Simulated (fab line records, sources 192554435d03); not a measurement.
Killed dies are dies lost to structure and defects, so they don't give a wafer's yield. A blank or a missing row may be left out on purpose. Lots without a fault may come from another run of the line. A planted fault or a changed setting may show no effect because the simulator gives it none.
fab line records | flow n5_finfet
record lots=8 wafers=24 last_day=18
route steps=1938 shown SD_EPI_N@271 SD_EPI_P@307 BEOL_M4@1111 PASSIVATION@1936
lots that met no fault: from a run of the same line without faults
start_h: hours from the record's first day to the start of the lot's first wafer shown | wait_h: hours since the lot's step before | " the same as in the row above | L1.1+2: a row that stands for several wafers | - no value, or no start given | * or withheld: withheld | < > ~ a bound
route shown NAME@n: a module of which the file shows steps, and the number in the route of the first | usual: mean/standard deviation of fault-free wafers | same: alike in all rows | chamber/n: place in a boat | sites: the reading at each site | _std_site: their standard deviation | _edge_site: outer sites' mean less inner sites' | radius_mm: how far each site lies from the wafer's centre | mask NAME#n: copy n | behind: the tool/chamber that last shaped the wafer | hold: why the lot was held/for how many hours/how that ended | device: the transistor (n, p or np) that didn't switch | end of line: the same wafers' tests at the end of the route | a step without rows: its recipe alone | killed: dies lost to structure and defects at the first sort, not the wafer's yield | map: a wafer's dies, x killed, . not, _ none there
set.NAME: the setting as run; set.NAME@STEP: as run at that earlier step | model.NAME: the simulator's own value behind a step, which no gauge read
steps of the route over a sample of lots; a table a step, a row a wafer
services: from which hour (start_h, from the record's first day; less than 0 if before it) a tool's chamber was out of use, for how many hours, and why
## steps
# step N5_SD_EPI_N_OVL_MEAS_10
# recipe points_per_wafer=44
# usual SD_N_BLK_OVL=-0.2/0.76
# columns lot.wafer tool chamber start_h wait_h SD_N_BLK_OVL[nm]
L421.2 overlay-02 0 67.23 0.0 -0.3
L421.3 " 0 " " -1.3
L421.4 " 0 " " -0.8
L425.2 overlay-02 0 90.17 0.0 0.4
L425.3 " 0 " " -0.6
L425.6 " 0 " " 1.4
L427.3 overlay-01 0 104.07 0.0 1.1
L427.5 " 0 " " -0.8
L427.6 " 0 " " 0.8
L429.3 overlay-02 0 117.88 0.0 0.7
L429.4 " 0 " " -1.6
L429.6 " 0 " " -1.8
L432.1 overlay-02 0 133.43 0.0 0.2
L432.2 " 0 " " 0.0
L432.4 " 0 " " -0.8
L433.1 overlay-02 0 139.02 0.0 0.0
L433.5 " 0 " " 0.1
L433.6 " 0 " " -1.1
L435.1 overlay-02 0 153.72 0.0 -0.5
L435.4 " 0 " " 1.2
L435.5 " 0 " " 1.2
L441.1 overlay-02 0 185.52 0.0 -0.1
L441.3 " 0 " " -0.8
L441.5 " 0 " " -0.8
# step N5_SD_EPI_N_SD_RECESS_17
# recipe chemistry=HBr/Cl2/O2 target_depth_a=410 mask_material=SOC time_s=23.7 bt_time_s=3 pressure_mtorr=10 icp_w=800 bias_w=112 HBr_flow_sccm=150 Cl2_flow_sccm=80 O2_flow_sccm=12
# usual bias_w=112.0/0.31 drypump_motor_current_A=5.7/0.44 oes_product_au=0.996/0.013 throttle_valve_pct=37.10/0.18
# columns lot.wafer tool chamber start_h wait_h bias_w drypump_motor_current_A oes_product_au rf_hours_counter_h throttle_valve_pct
L421.2 rie_si-05 2 68.08 0.0 112.1 5.4 0.969 142 37.08
L421.3 " 3 " " 112.0 5.7 0.975 163 37.13
L421.4 " 0 " " 111.9 4.9 0.998 6 36.96
L425.2 rie_si-03 2 91.38 0.0 112.2 5.7 0.995 123 36.86
L425.3 " 3 " " 111.8 5.9 0.980 16 37.08
L425.6 " 0 " " 112.5 6.2 1.000 - 37.13
L427.3 rie_si-03 3 104.97 0.0 112.4 5.9 0.983 16 37.09
L427.5 " 2 " " 111.7 5.6 0.993 - 36.83
L427.6 " 3 " " 112.3 5.9 0.990 - 37.07
L429.3 rie_si-05 0 118.62 0.0 111.8 4.9 1.005 7 36.96
L429.4 " 1 " " 111.6 5.9 1.010 88 37.15
L429.6 " 0 " " 111.6 4.9 1.003 - 36.96
L432.1 rie_si-03 2 134.18 0.0 112.5 5.6 0.994 124 36.85
L432.2 " 0 " " 112.3 6.2 0.994 129 37.13
L432.4 " 3 " " 112.5 5.9 0.983 17 37.09
L433.1 rie_si-03 1 139.76 0.0 112.0 5.4 1.011 11 37.05
L433.5 " 1 " " 112.2 5.4 1.020 - 37.06
L433.6 " 0 " " 112.1 6.3 1.002 - 37.14
L435.1 rie_si-05 1 154.47 0.0 111.9 5.9 1.005 89 37.16
L435.4 " 0 " " 111.4 4.9 1.002 - 36.94
L435.5 " 3 " " 112.0 5.7 0.985 - 37.13
L441.1 rie_si-06 3 186.27 0.0 111.8 5.6 1.002 4 37.62
L441.3 " 1 " " 112.2 4.7 1.005 134 37.02
L441.5 " 3 " " 112.0 5.6 1.013 - 37.62
# step N5_SD_EPI_N_VAPOR_ETCH_50
# recipe chemistry=HCl target=Si temp_c=775 time_s=54 pressure_torr=20 mode=isotropic
# usual chamber_pressure_Torr=20.00/0.042 lamp_inner_pct=20.7/0.85 throttle_valve_pct=11.97/0.26
# columns lot.wafer tool chamber start_h wait_h chamber_pressure_Torr lamp_inner_pct throttle_valve_pct
L421.2 epi_rpcvd-01 0 68.97 0.3 19.99 20.6 11.77
L421.3 " 0 " " 20.13 20.7 11.90
L421.4 " 0 " " 20.04 20.7 12.15
L425.2 epi_rpcvd-03 0 92.25 0.3 20.02 20.2 11.81
L425.3 " 0 " " 20.02 19.9 11.85
L425.6 " 0 " " 19.95 20.1 11.62
L427.3 epi_rpcvd-03 0 105.84 0.2 20.02 19.9 11.99
L427.5 " 0 " " 20.02 20.2 11.85
L427.6 " 0 " " 20.07 20.0 11.68
L429.3 epi_rpcvd-01 0 119.49 0.2 20.00 20.8 11.65
L429.4 " 0 " " 19.97 20.6 11.92
L429.6 " 0 " " 19.99 20.5 11.90
L432.1 epi_rpcvd-04 0 134.98 0.3 19.95 22.2 12.07
L432.2 " 0 " " 19.95 22.2 12.27
L432.4 " 0 " " 19.91 21.9 12.40
L433.1 epi_rpcvd-01 0 140.57 0.3 19.98 20.7 11.79
L433.5 " 0 " " 19.96 20.6 11.65
L433.6 " 0 " " 19.97 20.5 11.74
L435.1 epi_rpcvd-04 0 155.28 0.3 20.01 22.3 12.07
L435.4 " 0 " " 19.99 22.3 12.13
L435.5 " 0 " " 19.98 21.9 12.06
L441.1 epi_rpcvd-03 0 187.07 0.3 20.05 20.4 11.82
L441.3 " 0 " " 20.02 20.0 11.41
L441.5 " 0 " " 20.08 20.0 11.96
# step N5_SD_EPI_P_ETCH_36
# recipe chemistry=CF4 target=SiARC target_depth_a=455 mask_material=CAR-ArF-block time_s=75.8 ion_energy_ev=80 pressure_mtorr=40 source_w=545 bias_w=36 Ar_flow_sccm=100 cf4_flow_sccm=100 ends=cleared
# usual bias_w=36.00/0.11 cf4_flow_sccm=100.00/0.28 drypump_motor_current_A=5.7/0.4 etch_rf_on_time_s=75.9/1.1 oes_product_au=0.66/0.073 rf_vpp_V=184.0/1.3 showerhead_plenum_p_Torr=2.14/0.064 throttle_valve_pct=15.68/0.24
# columns lot.wafer tool chamber start_h wait_h bias_w cf4_flow_sccm drypump_motor_current_A etch_rf_on_time_s oes_product_au rf_hours_counter_h rf_vpp_V showerhead_plenum_p_Torr throttle_valve_pct
L421.2 rie_diel-05 3 72.03 0.0 35.95 100.00 5.6 76.1 0.75 52 182.2 2.09 15.31
L421.3 " 1 " " 36.03 99.85 5.5 75.9 0.63 153 182.2 2.05 15.69
L421.4 " 0 " " 35.97 100.02 6.0 78.1 0.63 164 185.5 2.22 15.98
L425.2 rie_diel-04 1 95.41 0.0 35.82 99.74 5.9 74.2 0.60 202 182.9 2.22 15.77
L425.3 " 2 " " 36.04 100.28 6.5 75.8 0.56 275 181.3 2.10 16.15
L425.6 " 0 " " 36.19 100.18 5.6 73.1 0.76 - 183.5 2.10 15.55
L427.3 rie_diel-06 0 108.80 0.0 35.90 99.83 5.7 75.0 0.61 220 184.8 2.20 15.53
L427.5 " 3 " " 36.11 99.88 5.2 75.8 0.66 - 185.8 2.23 15.46
L427.6 " 0 " " 36.08 100.00 5.8 74.7 0.61 - 185.8 2.20 15.53
L429.3 rie_diel-04 0 122.43 0.0 35.84 100.01 5.6 74.3 0.74 40 182.6 2.10 15.58
L429.4 " 2 " " 35.88 99.74 6.5 77.1 0.56 - 184.7 2.10 16.18
L429.6 " 0 " " 35.72 100.27 5.6 74.3 0.74 - 183.9 2.10 15.57
L432.1 rie_diel-06 0 137.99 0.0 - - - - - - - - -
L432.2 " 1 " " - - - - - - - - -
L432.4 " 3 " " - - - - - - - - -
L433.1 rie_diel-04 2 143.56 0.0 - - - - - - - - -
L433.5 " 1 " " - - - - - - - - -
L433.6 " 2 " " - - - - - - - - -
L435.1 rie_diel-04 1 158.25 0.0 36.14 99.82 5.9 75.5 0.59 227 184.4 2.21 15.83
L435.4 " 3 " " 36.04 99.76 5.1 75.9 0.66 - 184.9 2.15 15.87
L435.5 " 1 " " 36.04 99.93 5.8 75.6 0.58 - 183.9 2.21 15.83
L441.1 rie_diel-06 0 190.05 0.0 36.10 100.41 5.7 75.5 0.60 244 184.4 2.19 15.57
L441.3 " 3 " " 36.01 99.60 5.2 76.3 0.64 166 183.9 2.22 15.48
L441.5 " 0 " " 36.06 100.15 5.7 75.4 0.60 - 185.6 2.19 15.60
# step N5_SD_EPI_P_ETCH_37
# recipe chemistry=N2/H2 target=SOC overetch_a=1080 mask_material=SiARC temp_c=40 ion_energy_ev=100 source_w=3000 bias_w=133 pressure_mtorr=20 time_s=486 n2_flow_sccm=200 h2_flow_sccm=200 ends=end_point
# usual bias_w=133.1/0.43 chamber_pressure_mTorr=20.001/0.019 drypump_motor_current_A=5.7/0.4 oes_product_au=0.69/0.074 rf_vpp_V=240.8/1.3 showerhead_plenum_p_Torr=2.54/0.079 throttle_valve_pct=23.77/0.29
# columns lot.wafer tool chamber start_h wait_h bias_w chamber_pressure_mTorr drypump_motor_current_A oes_product_au rf_hours_counter_h rf_vpp_V showerhead_plenum_p_Torr throttle_valve_pct
L421.2 rie_diel-05 3 72.09 0.0 133.0 19.994 5.7 0.78 52 240.3 2.48 23.39
L421.3 " 1 " " 132.7 19.985 5.5 0.66 153 239.2 2.43 23.97
L421.4 " 0 " " 134.0 19.970 6.0 0.67 164 243.3 2.64 24.18
L425.2 rie_diel-04 1 95.46 0.0 133.2 19.966 5.9 0.62 202 242.5 2.63 23.68
L425.3 " 2 " " 132.9 20.001 6.6 0.59 275 241.3 2.49 24.19
L425.6 " 0 " " 133.0 19.999 5.6 0.77 - 240.5 2.49 23.82
L427.3 rie_diel-06 0 108.85 0.0 132.9 19.994 5.8 0.64 220 241.7 2.63 23.70
L427.5 " 3 " " 132.6 19.992 5.2 0.68 - 241.1 2.65 23.31
L427.6 " 0 " " 132.9 19.964 5.8 0.64 - 242.7 2.63 23.69
L429.3 rie_diel-04 0 122.49 0.0 132.4 19.986 5.6 0.76 40 240.4 2.49 23.82
L429.4 " 2 " " 133.1 20.002 6.5 0.59 - 240.1 2.48 24.19
L429.6 " 0 " " 132.8 20.024 5.6 0.77 - 240.8 2.49 23.83
L432.1 rie_diel-06 0 138.05 0.0 132.5 20.021 5.8 0.26 229 240.0 2.62 23.55
L432.2 " 1 " " 133.5 19.990 5.8 0.28 139 238.7 2.44 23.55
L432.4 " 3 " " 132.7 19.990 5.2 0.29 150 242.3 2.65 23.15
L433.1 rie_diel-04 2 143.62 0.0 133.1 19.980 6.5 0.24 294 240.7 2.48 24.03
L433.5 " 1 " " 133.3 20.005 5.9 0.26 - 241.1 2.62 23.55
L433.6 " 2 " " 133.1 20.009 6.5 0.24 - 239.7 2.48 24.05
L435.1 rie_diel-04 1 158.31 0.0 133.5 19.993 5.9 0.61 227 241.9 2.62 23.71
L435.4 " 3 " " 132.9 19.994 5.1 0.70 - 239.9 2.55 24.19
L435.5 " 1 " " 133.6 19.982 5.9 0.62 - 241.7 2.62 23.71
L441.1 rie_diel-06 0 190.10 0.0 133.3 20.013 5.7 0.62 244 241.8 2.62 23.71
L441.3 " 3 " " 133.2 19.981 5.2 0.67 166 241.9 2.64 23.36
L441.5 " 0 " " 133.8 19.973 5.7 0.63 - 242.0 2.62 23.74
# step N5_BEOL_M4_RC_MEAS_101
# usual DIBL_N=36.4/1.2 DIBL_P=36.1/1.6 IOFF_N=0.156/0.024 IOFF_P=0.21/0.031 ION_N=674/11 ION_P=463/6.9 SS_N=71.5/0.5 SS_P=73.2/0.55 VT_N=250.0/2.9 VT_P=-250/3.6
# columns lot.wafer tool chamber start_h wait_h DIBL_N[mV/V] DIBL_P[mV/V] IOFF_N[nA/um] IOFF_P[nA/um] ION_N[uA/um] ION_P[uA/um] SS_N[mV/dec] SS_P[mV/dec] VT_N[mV] VT_P[mV]
L421.2 prober-02 0 174.43 0.2 35.5 36.6 0.160 0.20 675 456 71.5 73.7 248.2 -252
L421.3 " 0 " " 35.4 36.2 0.146 0.18 661 450 71.3 73.5 250.2 -257
L421.4 " 0 " " 37.9 39.3 0.207 0.24 679 463 71.7 75.0 244.5 -249
L425.2 prober-02 0 195.98 0.2 34.6 33.9 0.136 0.20 661 466 70.7 73.5 250.5 -249
L425.3 " 0 " " 35.2 35.1 0.148 0.22 678 468 71.2 73.2 251.3 -247
L425.6 " 0 " " 36.4 36.3 0.181 0.25 688 482 71.6 73.9 246.8 -246
L427.3 prober-02 0 222.35 0.3 39.1 38.8 0.219 0.26 698 476 72.2 73.5 243.5 -246
L427.5 " 0 " " 37.1 35.5 0.158 0.21 676 466 71.5 73.5 249.8 -249
L427.6 " 0 " " 38.8 38.1 0.207 0.25 698 471 71.7 73.9 244.3 -246
L429.3 prober-02 0 232.71 0.3 38.7 38.0 0.181 0.25 671 464 72.1 73.0 245.3 -246
L429.4 " 0 " " 38.5 38.2 0.185 0.25 683 468 72.3 73.4 245.3 -249
L429.6 " 0 " " 40.6 41.5 0.236 0.31 696 477 72.6 73.8 245.4 -242
L435.1 prober-01 0 257.99 0.0 35.7 34.8 0.138 0.19 668 461 70.4 73.1 249.6 -249
L435.4 " 0 " " 35.9 35.4 0.143 0.21 668 461 71.3 72.7 248.5 -250
L435.5 " 0 " " 36.2 35.9 0.145 0.21 669 466 71.4 72.7 249.6 -248
L441.1 prober-01 0 314.74 0.0 35.8 35.8 0.156 0.19 678 464 71.4 73.8 248.1 -253
L441.3 " 0 " " 35.0 34.4 0.141 0.17 674 452 72.0 73.3 251.6 -255
L441.5 " 0 " " 35.1 34.8 0.140 0.17 681 464 71.5 72.8 248.5 -254
# step N5_PASSIVATION_PROBE_49
# usual defect_limited_yield=91.4/1.5 killed_at_M0_to_M3=31/11 killed_at_M4_up=13/5.5 killed_at_contacts=13/6.3 killed_at_front_end=40/13 killed_at_other=3.3/2.6 killed_dies=101/18 killed_on_rim=13/4 killed_open=67/13 killed_short=33/7.9 sort_bin_5_function=5.1/1 sort_bin_6_memory=3.2/0.68 sort_n_pass=1079/18 sort_yield_pct=91.4/1.5
# same gross_dies=1180 killed_at_back_side=0 sort_bin_4_leakage[%]=0 sort_bin_8_speed[%]=0
# columns lot.wafer tool chamber start_h wait_h defect_limited_yield[%] killed_at_M0_to_M3 killed_at_M4_up killed_at_contacts killed_at_front_end killed_at_other killed_dies killed_on_rim killed_open killed_short sort_bin_5_function[%] sort_bin_6_memory[%] sort_n_pass sort_yield_pct[%]
L421.2 prober-02 - 270.64 0.1 87.0 40 22 18 69 4 153 17 109 44 8.2 4.5 1027 87.0
L421.3 prober-02 - 270.69 0.1 91.0 25 12 14 54 1 106 14 73 32 5.8 3.0 1074 91.0
L421.4 prober-02 - 270.74 0.2 90.8 14 16 28 49 2 109 15 74 34 5.3 3.4 1071 90.8
L425.2 prober-01 - 298.47 0.1 91.4 36 14 23 26 2 101 16 66 35 5.5 2.6 1079 91.4
L425.3 prober-01 - 298.52 0.1 92.3 36 11 21 17 6 91 17 63 28 3.9 3.5 1089 92.3
L425.6 prober-01 - 298.67 0.3 91.9 33 13 7 39 3 95 11 56 38 5.1 2.8 1085 91.9
L427.3 prober-02 - 323.71 0.2 92.0 29 10 19 32 4 94 11 78 15 4.6 3.1 1086 92.0
L427.5 prober-02 - 323.81 0.3 90.7 27 16 14 51 2 110 15 72 38 5.8 3.3 1070 90.7
L427.6 prober-02 - 323.86 0.3 92.8 21 7 14 43 0 85 11 49 35 4.2 2.8 1095 92.8
L429.3 prober-01 - 331.30 0.1 92.4 30 15 13 26 6 90 11 67 23 4.7 2.9 1090 92.4
L429.4 prober-01 - 331.35 0.2 90.7 31 15 28 31 5 110 18 77 33 5.5 3.6 1070 90.7
L429.6 prober-01 - 331.45 0.3 91.5 41 7 21 23 8 100 15 76 23 5.2 3.1 1080 91.5
L432.1 prober-02 - 351.41 0.0 0 48 8 19 1104 1 1180 152 75 42 95.6 4.2 0 0
L432.2 prober-02 - 351.46 0.1 0 32 15 3 1128 2 1180 152 58 34 96.9 2.8 0 0
L432.4 prober-02 - 351.56 0.2 0 41 17 21 1097 4 1180 152 71 39 96.7 3.1 0 0
L433.1 prober-01 - 354.22 0.0 0 55 12 12 1098 3 1180 152 76 46 95.8 3.6 0 0
L433.5 prober-01 - 354.42 0.2 0 23 13 16 1121 7 1180 152 70 35 96.3 3.2 0 0
L433.6 prober-01 - 354.47 0.3 0 36 23 11 1103 7 1180 152 74 34 96.4 3.2 0 0
L435.1 prober-02 - 356.28 0.0 90.4 28 22 18 44 1 113 13 75 38 5.3 4.0 1067 90.4
L435.4 prober-02 - 356.43 0.2 91.5 37 10 13 38 2 100 16 54 46 5.9 2.1 1080 91.5
L435.5 prober-02 - 356.48 0.2 90.5 36 16 20 35 5 112 14 81 31 5.8 3.5 1068 90.5
L441.1 prober-02 - 422.33 0.1 89.8 37 7 13 58 5 120 10 70 50 6.7 3.4 1060 89.8
L441.3 prober-02 - 422.43 0.2 91.8 36 15 8 34 4 97 14 59 38 5.0 2.8 1083 91.8
L441.5 prober-02 - 422.53 0.3 90.9 36 11 22 32 6 107 18 75 32 4.8 3.9 1073 90.9
# killed by level:class
L421.2 FIN_SAQP:geometric_particle:open=32 BEOL_M2:geometric_particle:open=17 MOL_CONTACT_COAG:geometric_particle:open=16 FIN_SAQP:geometric_particle:short=10 BEOL_M2:geometric_particle:short=10 BEOL_M4:geometric_particle:open=10 DUMMY_GATE:geometric_particle:open=8 BEOL_M5:geometric_particle:open=6
L421.3 FIN_SAQP:geometric_particle:open=16 MOL_CONTACT_COAG:geometric_particle:open=13 FIN_SAQP:geometric_particle:short=9 SPACER0:geometric_particle:open=6 BEOL_M2:geometric_particle:open=5 STI_FIN_REVEAL:geometric_particle:open=5 BEOL_M0_SAQP:geometric_particle:short=5 BEOL_M4:geometric_particle:open=4
L421.4 FIN_SAQP:geometric_particle:open=21 MOL_CONTACT_COAG:geometric_particle:open=21 FIN_SAQP:geometric_particle:short=13 MOL_CONTACT_COAG:geometric_particle:short=7 BEOL_M2:geometric_particle:open=6 BEOL_M5:geometric_particle:open=6 DUMMY_GATE:geometric_particle:open=4 BEOL_M4:geometric_particle:open=4
L425.2 MOL_CONTACT_COAG:geometric_particle:open=16 BEOL_M3:geometric_particle:open=13 BEOL_M0_SAQP:geometric_particle:short=11 FIN_SAQP:geometric_particle:open=8 MOL_CONTACT_COAG:geometric_particle:short=7 BEOL_M4:geometric_particle:open=7 BEOL_M0_SAQP:geometric_particle:open=5 STI_FIN_REVEAL:geometric_particle:open=3
L425.3 MOL_CONTACT_COAG:geometric_particle:open=17 BEOL_M0_SAQP:geometric_particle:open=10 BEOL_M0_SAQP:geometric_particle:short=9 BEOL_M4:geometric_particle:open=8 FIN_SAQP:geometric_particle:short=6 BEOL_M2:geometric_particle:open=5 BEOL_M3:geometric_particle:open=5 MOL_CONTACT_COAG:geometric_particle:short=4
L425.6 STARTING-WAFER:geometric_particle:open=7 BEOL_M3:geometric_particle:open=7 BEOL_M4:geometric_particle:open=7 FIN_SAQP:geometric_particle:short=6 BEOL_M2:geometric_particle:open=6 MOL_CONTACT_COAG:geometric_particle:open=5 BEOL_M0:geometric_particle:open=5 STI_FIN_REVEAL:geometric_particle:short=4
L427.3 MOL_CONTACT_COAG:geometric_particle:open=16 STI_FIN_REVEAL:geometric_particle:open=8 BEOL_M2:geometric_particle:open=8 BEOL_M1:geometric_particle:open=7 BEOL_M0_SAQP:geometric_particle:open=6 FIN_SAQP:geometric_particle:open=5 FIN_SAQP:geometric_particle:short=4 DUMMY_GATE:geometric_particle:open=4
L427.5 MOL_CONTACT_COAG:geometric_particle:open=11 DUMMY_GATE:geometric_particle:open=10 STI_FIN_REVEAL:geometric_particle:open=8 FIN_SAQP:geometric_particle:short=7 GATE_CUT:geometric_particle:short=7 BEOL_M2:geometric_particle:open=7 BEOL_M0_SAQP:geometric_particle:open=6 BEOL_M0_SAQP:geometric_particle:short=6
L427.6 STI_FIN_REVEAL:geometric_particle:open=11 MOL_CONTACT_COAG:geometric_particle:open=11 BEOL_M2:geometric_particle:open=10 GATE_CUT:geometric_particle:short=6 FIN_SAQP:geometric_particle:short=5 DUMMY_GATE:geometric_particle:open=5 STARTING-WAFER:geometric_particle:short=4 MOL_CONTACT_COAG:geometric_particle:short=3
L429.3 BEOL_M0_SAQP:geometric_particle:open=13 MOL_CONTACT_COAG:geometric_particle:open=12 BEOL_M4:geometric_particle:open=10 DUMMY_GATE:geometric_particle:open=7 BEOL_M2:geometric_particle:open=7 BEOL_M0_SAQP:geometric_particle:short=6 STI_FIN_REVEAL:geometric_particle:open=4 FIN_SAQP:geometric_particle:open=3
L429.4 MOL_CONTACT_COAG:geometric_particle:open=22 STI_FIN_REVEAL:geometric_particle:open=10 DUMMY_GATE:geometric_particle:open=7 BEOL_M1:geometric_particle:open=7 MOL_CONTACT_COAG:geometric_particle:short=6 BEOL_M0_SAQP:geometric_particle:short=6 BEOL_M2:geometric_particle:open=5 BEOL_M0_SAQP:geometric_particle:open=5
L429.6 MOL_CONTACT_COAG:geometric_particle:open=17 BEOL_M2:geometric_particle:open=11 BEOL_M1:geometric_particle:open=11 BEOL_M0_SAQP:geometric_particle:open=7 ILD0:geometric_particle:open=5 BEOL_M3:geometric_particle:open=5 MOL_CONTACT_COAG:geometric_particle:short=4 BEOL_M4:geometric_particle:open=4
L432.1 SD_EPI_P:area_etch=1062 MOL_CONTACT_COAG:geometric_particle:open=13 BEOL_M0:geometric_particle:open=13 DUMMY_GATE:geometric_particle:open=9 FIN_SAQP:geometric_particle:open=8 BEOL_M0_SAQP:geometric_particle:short=8 BEOL_M0_SAQP:geometric_particle:open=7 MOL_CONTACT_COAG:geometric_particle:short=6
L432.2 SD_EPI_P:area_etch=1087 FIN_SAQP:geometric_particle:open=8 FIN_SAQP:geometric_particle:short=6 BEOL_M3:geometric_particle:open=6 BEOL_M6:geometric_particle:open=6 BEOL_M0_SAQP:geometric_particle:short=5 BEOL_M1:geometric_particle:short=5 BEOL_M8:geometric_particle:open=4
L432.4 SD_EPI_P:area_etch=1069 MOL_CONTACT_COAG:geometric_particle:open=15 BEOL_M0_SAQP:geometric_particle:open=11 BEOL_M0_SAQP:geometric_particle:short=11 FIN_SAQP:geometric_particle:open=7 GATE_CUT:geometric_particle:short=6 MOL_CONTACT_COAG:geometric_particle:short=6 BEOL_M3:geometric_particle:open=5
L433.1 SD_EPI_P:area_etch=1058 BEOL_M0_SAQP:geometric_particle:short=18 BEOL_M0_SAQP:geometric_particle:open=16 DUMMY_GATE:geometric_particle:open=9 FIN_SAQP:geometric_particle:short=8 MOL_CONTACT_COAG:geometric_particle:open=8 BEOL_M2:geometric_particle:open=8 BEOL_M3:geometric_particle:open=6
L433.5 SD_EPI_P:area_etch=1075 STI_FIN_REVEAL:geometric_particle:open=14 MOL_CONTACT_COAG:geometric_particle:open=12 FIN_SAQP:geometric_particle:short=11 BEOL_M3:geometric_particle:open=8 DUMMY_GATE:geometric_particle:open=5 BEOL_M4:geometric_particle:open=5 MOL_CONTACT_COAG:geometric_particle:short=4
L433.6 SD_EPI_P:area_etch=1069 FIN_SAQP:geometric_particle:short=12 MOL_CONTACT_COAG:geometric_particle:open=10 BEOL_M2:geometric_particle:open=9 BEOL_M0_SAQP:geometric_particle:open=6 BEOL_M0:geometric_particle:open=6 BEOL_M3:geometric_particle:short=5 BEOL_M4:geometric_particle:open=5
L435.1 MOL_CONTACT_COAG:geometric_particle:open=14 BEOL_M2:geometric_particle:open=12 FIN_SAQP:geometric_particle:short=10 BEOL_M4:geometric_particle:open=10 FIN_SAQP:geometric_particle:open=9 STI_FIN_REVEAL:geometric_particle:open=6 BEOL_M0_SAQP:geometric_particle:open=6 BEOL_M0_SAQP:geometric_particle:short=5
L435.4 BEOL_M0_SAQP:geometric_particle:short=12 MOL_CONTACT_COAG:geometric_particle:open=10 FIN_SAQP:geometric_particle:short=7 STI_FIN_REVEAL:geometric_particle:open=7 BEOL_M2:geometric_particle:open=7 BEOL_M4:geometric_particle:open=6 FIN_SAQP:geometric_particle:open=5 GATE_CUT:geometric_particle:short=5
L435.5 MOL_CONTACT_COAG:geometric_particle:open=16 BEOL_M0_SAQP:geometric_particle:open=10 STI_FIN_REVEAL:geometric_particle:open=8 FIN_SAQP:geometric_particle:short=7 BEOL_M1:geometric_particle:open=7 BEOL_M2:geometric_particle:open=7 FIN_SAQP:geometric_particle:open=5 BEOL_M4:geometric_particle:open=5
L441.1 STI_FIN_REVEAL:geometric_particle:open=10 MOL_CONTACT_COAG:geometric_particle:open=10 FIN_SAQP:geometric_particle:open=9 FIN_SAQP:geometric_particle:short=9 STI_FIN_REVEAL:geometric_particle:short=8 BEOL_M0_SAQP:geometric_particle:short=8 BEOL_M3:geometric_particle:open=7 BEOL_M1:geometric_particle:short=5
L441.3 BEOL_M0_SAQP:geometric_particle:short=10 BEOL_M0_SAQP:geometric_particle:open=9 BEOL_M1:geometric_particle:open=9 MOL_CONTACT_COAG:geometric_particle:open=7 STI_FIN_REVEAL:geometric_particle:open=6 FIN_SAQP:geometric_particle:short=5 GATE_CUT:geometric_particle:short=5 BEOL_M4:geometric_particle:open=5
L441.5 MOL_CONTACT_COAG:geometric_particle:open=20 BEOL_M3:geometric_particle:open=9 BEOL_M1:geometric_particle:open=8 STI_FIN_REVEAL:geometric_particle:open=8 FIN_SAQP:geometric_particle:short=6 FIN_SAQP:geometric_particle:open=6 BEOL_M0_SAQP:geometric_particle:open=6 BEOL_M0_SAQP:geometric_particle:short=5
## services
# columns tool chamber start_h hours kind
rie_diel-06 - 58.10 2.8 pm
rie_diel-06 3 81.36 10.5 repair
rie_diel-04 0 85.45 2.4 repair
rie_si-06 2 92.58 2.7 repair
rie_diel-05 0 105.22 2.4 repair
rie_si-05 3 127.80 16.1 repair
epi_rpcvd-03 - 132.88 6.0 pm
epi_rpcvd-04 - 138.19 8.1 pm
rie_diel-05 0 149.24 2.4 repair
rie_diel-04 0 150.26 5.2 repair
rie_si-05 2 153.96 3.4 repair
rie_diel-04 2 155.76 - clean
rie_diel-04 2 155.76 - consumable_replace:esc
rie_diel-04 2 155.76 - consumable_replace:focus_ring
rie_diel-04 2 155.76 18.5 scheduled_down
rie_diel-04 2 155.76 18.5 vent_cycle
rie_diel-06 1 175.19 8.7 repair
epi_rpcvd-04 - 187.47 0.3 repair
epi_rpcvd-04 - 187.85 0.7 repair
## key
first_sign step=N5_SD_EPI_P_ETCH_36 reading=tool_record direction=missing
effect step=N5_SD_EPI_P_ETCH_37 reading=oes_product_au direction=down sigmas=5.9 usual=0.69 struck=0.26
effect step=N5_PASSIVATION_PROBE_49 reading=sort_bin_5_function direction=up sigmas=90 usual=5.1 struck=96.3
more_kills_born_at N5_SD_EPI_P_ETCH_36@rie_diel-06=3218 N5_SD_EPI_P_ETCH_36@rie_diel-04=3202
met_at N5_SD_EPI_P_ETCH_36
struck_lots L432,L433
later_rows_left_out L432.1,L432.2,L432.4,L433.1,L433.5,L433.6
not_acting_at N5_SD_EPI_N_OVL_MEAS_10,N5_SD_EPI_N_SD_RECESS_17,N5_SD_EPI_N_VAPOR_ETCH_50
onset_between 122.43 137.99
fault kind=skipped_step_whole tool=rie_diel-04,rie_diel-06 chamber=- onset_h=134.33 steps=N5_SD_EPI_P_ETCH_36 scope=struck_lots_only
# later_rows_left_out: the simulator's readings of these wafers behind a module that went badly wrong aren't trusted and aren't shown, but for the sort
